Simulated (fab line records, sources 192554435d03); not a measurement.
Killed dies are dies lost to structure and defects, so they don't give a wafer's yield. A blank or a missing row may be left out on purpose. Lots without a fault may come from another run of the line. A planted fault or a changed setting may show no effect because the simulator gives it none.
A struck lot beside a sound one | flow n5_finfet | 16 steps out of a route of 1938
Sound: wafers L285.1, L285.5, L285.6. Struck: wafers L281.3, L281.4, L281.5. The cause comes at the end.
At each step with rows: each side's tool, then ch and its chambers, then its first start. Under that, the readings that differ: sound wafers | struck wafers | difference of the means | sigmas: that difference in standard deviations of wafers without a fault.
alike: readings whose means differ by less than 2 such deviations, and words and numbers that are the same on both sides. not compared: withheld readings, readings that some wafer has no value for, bounds like >300 that may hide the same value, and numbers for which the record gives no deviation and whose values overlap.
The two part at a step that has a row with sigmas, a row that says differs or no value, or rows on one side only. Numbers that don't overlap but have no deviation are shown without sigmas and don't part them. A reading that every wafer of one side lacks parts them only if that side has two wafers or more.

first, 2 steps without rows for these wafers: N5_DUMMY_GATE_STRIP_39 (strips in N2/H2); N5_DUMMY_GATE_TRIM_49 (chemistry O2, time 29 s, target cd 14 nm).
N5_DUMMY_GATE_STRIP_40: strips in CF4.
  sound on rie_diel-05 ch 0,1, day 4 13:17; struck on rie_diel-05 ch 2,3, day 3 14:34
  alike: bias_power_w, cf4_flow_sccm, drypump_motor_current_A, oes_product_au, rf_vpp_V, showerhead_plenum_p_Torr, throttle_valve_pct
  not compared: rf_hours_counter_h
N5_DUMMY_GATE_CD_MEAS_50: target cd 14 nm.
  sound on cd_sem-02, day 4 13:20; struck on cd_sem-01, day 3 14:38
  alike: cd_nm
N5_DUMMY_GATE_ETCH_31: etches SiO2 in C4F6/O2, target depth 82.5 nm, time 27.5 s.
  sound on rie_diel-05 ch 0,1,3, day 4 13:23; struck on rie_diel-05 ch 1,3, day 3 14:40
  alike: C4F6_flow_sccm, bias_w, drypump_motor_current_A, oes_product_au, rf_vpp_V, showerhead_plenum_p_Torr, throttle_valve_pct
  not compared: rf_hours_counter_h
N5_DUMMY_GATE_STRIP_41: strips in O2.
  sound on rie_diel-05 ch 0,1,3, day 4 13:26; struck on rie_diel-05 ch 1,3, day 3 14:43
  alike: chamber_pressure_mTorr, drypump_motor_current_A, o2_flow_sccm, oes_product_au, rf_vpp_V, showerhead_plenum_p_Torr, throttle_valve_pct
  not compared: rf_hours_counter_h
then, 2 steps without rows for these wafers: N5_DUMMY_GATE_HM_OPEN_21 (chemistry CH3F/O2, target SiNx, target depth 120 nm, time 171.4 s); N5_DUMMY_GATE_ETCH_32 (etches SiO2 in CF4, target depth 3.5 nm, time 3.9 s).
N5_DUMMY_GATE_ETCH_23: etches poly-Si in HBr/Cl2/O2, target depth 41 nm, time 22.3 s.
  sound on rie_si-03 ch 1,2, day 4 13:40; struck on rie_si-05 ch 0,1,2, day 3 14:57
  alike: bias_w, drypump_motor_current_A, oes_product_au, throttle_valve_pct
  not compared: rf_hours_counter_h
then, 1 step without rows for these wafers: N5_DUMMY_GATE_ETCH_44 (etches poly-Si in HBr/O2, stops on SiO2, target depth 127.5 nm).
N5_DUMMY_GATE_CD_MEAS_24: target cd 15 nm.
  sound on cd_sem-02, day 4 13:50; struck on cd_sem-01, day 3 15:07
  alike: cd_nm
N5_DUMMY_GATE_ETCH_42: etches SiO2 in CHF3/O2, target depth 3.5 nm, time 31 s.
  sound on rie_diel-06 ch 1,2,3, day 4 13:53; struck on rie_diel-05 ch 2,3, day 3 15:10
  alike: bias_w, drypump_motor_current_A, oes_product_au, rf_vpp_V, showerhead_plenum_p_Torr, throttle_valve_pct
  not compared: rf_hours_counter_h
N5_DUMMY_GATE_STRIP_48: strips in N2/H2, time 20 s.
  sound on rie_diel-06 ch 1,2,3, day 4 13:56; struck on rie_diel-05 ch 2,3, day 3 15:13
  no value came back on the struck wafers for any of 7 readings (bias_power_w (W), chamber_pressure_mTorr (mTorr) and others); on the sound wafers bias_power_w (W) reads 3.011 3.005 2.993
  not compared: rf_hours_counter_h
then, 1 step without rows for these wafers: N5_DUMMY_GATE_PRECLEAN_33 (cleans in dHF, time 10 s).
-- the record jumps here: 6 days lie between the struck wafers' starts before and after (it left off in module DUMMY_GATE and takes up again in module BEOL_M4, whose first step shown is number 1111 of the route) --
N5_BEOL_M4_RC_MEAS_101:
  sound on prober-01 ch 0, day 10 10:59; struck on prober-02 ch 0, day 9 06:53
  alike: DIBL_N, DIBL_P, IOFF_N, IOFF_P, ION_N, ION_P, SS_N, SS_P, VT_N, VT_P
-- the record jumps here: 5 days lie between the struck wafers' starts before and after (it left off in module BEOL_M4 and takes up again in module PASSIVATION, whose first step shown is number 1936 of the route) --
N5_PASSIVATION_PROBE_49:
  sound on prober-01, day 14 16:11; struck on prober-02, day 13 22:27
  alike: defect_limited_yield, killed_at_M0_to_M3, killed_at_M4_up, killed_at_contacts, killed_at_front_end, killed_at_other, killed_dies, killed_open, killed_short, sort_bin_4_leakage, sort_bin_5_function, sort_bin_6_memory, sort_n_pass, sort_yield_pct

WHERE THEY PART
Only at N5_DUMMY_GATE_STRIP_48, within this record. Later steps at which nothing parts them and some readings are alike: N5_BEOL_M4_RC_MEAS_101, N5_PASSIVATION_PROBE_49.

WHY: what the simulator had put in
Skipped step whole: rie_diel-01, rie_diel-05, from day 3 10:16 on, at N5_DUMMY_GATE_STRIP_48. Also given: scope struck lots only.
